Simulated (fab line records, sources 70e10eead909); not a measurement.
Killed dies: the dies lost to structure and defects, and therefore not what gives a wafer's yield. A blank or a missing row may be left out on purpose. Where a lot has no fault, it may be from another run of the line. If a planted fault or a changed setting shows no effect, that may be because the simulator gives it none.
Struck lot and sound lot, side by side / flow nand harc / 14 out of 1302 route steps
Sound: the wafers L809.1, L809.3, L809.6. The struck wafers were L821.3, L821.5, L821.6. The cause is given at the end.
At each step with rows: each side's tool, then ch and its chambers, then its first start. Under that, the readings that differ: sound wafers / struck wafers / difference of the means / sigmas: that difference in standard deviations of wafers without a fault.
alike: a reading whose means differ by less than 2 such deviations, as well as words and numbers matching on both sides. not compared: withheld readings; readings where some wafer has no value; bounds like >300 that might hide an equal value; numbers whose values overlap and for which the record gives no deviation.
The two part at a step that has a row with sigmas, a row that says differs or no value, or rows on one side only. Numbers that have no deviation but don't overlap get no sigmas and don't part them. A reading missing from all wafers of one side parts the sides only when that side holds two or more wafers.

first, 1 step without rows for these wafers: NHARC_A_ONON_D1_DEP_19 (target thk 1000 nm).
NHARC_A_ONON_D1_THK_MEAS_21: measures by ellipsometry.
  sound: film metro-02 at day 9 00:25; struck: film metro-01 at day 14 03:41
  alike: thk nm
after that, 1 step with no rows for these wafers: NHARC_A_ONON_D1_DEP_22 (target thk 1000 nm).
NHARC_A_ONON_D1_THK_MEAS_24: measures by ellipsometry.
  sound: film metro-02 at day 9 00:59; struck: film metro-01 at day 14 04:16
  alike: thk nm
after that, 1 step with no rows for these wafers: NHARC_A_ONON_D1_DEP_25 (target thk 1000 nm).
NHARC_A_ONON_D1_THK_MEAS_27: measures by ellipsometry.
  sound: film metro-01 at day 9 01:33; struck: film metro-02 at day 14 04:50
  alike: thk nm
after that, 1 step with no rows for these wafers: NHARC_A_ONON_D1_DEP_28 (target thk 1000 nm).
NHARC_A_ONON_D1_THK_MEAS_30: measures by ellipsometry.
  sound: film metro-01 at day 9 02:07; struck: film metro-01 at day 14 05:24
  alike: thk nm
NHARC_A_ONON_D1_DEP_33: deposits SiO2, target thk 200 nm.
  sound on pecvd-04 ch 0,1, day 9 02:10; struck on pecvd-03 ch 0,2, day 14 05:33
  alike: heater power w, mfc precursor sccm, showerhead vpp V, throttle valve pct
NHARC_A_ONON_D1_THK_MEAS_34: measures by ellipsometry.
  sound: film metro-02 at day 9 02:35; struck: film metro-02 at day 14 05:52
  alike: thk nm
NHARC_A_ONON_D1_INSPECT_32:
  sound: defect inspect-01 at day 9 02:40; struck: defect inspect-02 at day 14 05:56
  alike: raw defect count
NHARC_A_CHANNEL_HOLE_D1_DEP_00: deposits aC, target thk 3100 nm.
  sound on acl dep-03 ch 0, day 9 09:02; struck on acl dep-01 ch 0, day 14 08:46
  alike: throttle valve pct
NHARC_A_CHANNEL_HOLE_D1_DEP_01: deposits SiON, target thk 140 nm.
  sound on pecvd-04 ch 1,2, day 9 11:00; struck on pecvd-04 ch 0,1, day 14 10:05
  alike: heater power w, showerhead vpp V
-- record jumps: 16 days between struck wafers' starts before vs after; left off in module A_CHANNEL_HOLE_D1, resumes in module END, first step shown is number 1302 of the route --
NHARC_END_SORT_01:
  at this point the record logs the struck wafers (prober-01 ch 0, day 30 12:02) and has no rows for the sound ones

## WHERE THEY PART
Within this record, at NHARC_END_SORT_01 only.

WHY: whatever the simulator had introduced
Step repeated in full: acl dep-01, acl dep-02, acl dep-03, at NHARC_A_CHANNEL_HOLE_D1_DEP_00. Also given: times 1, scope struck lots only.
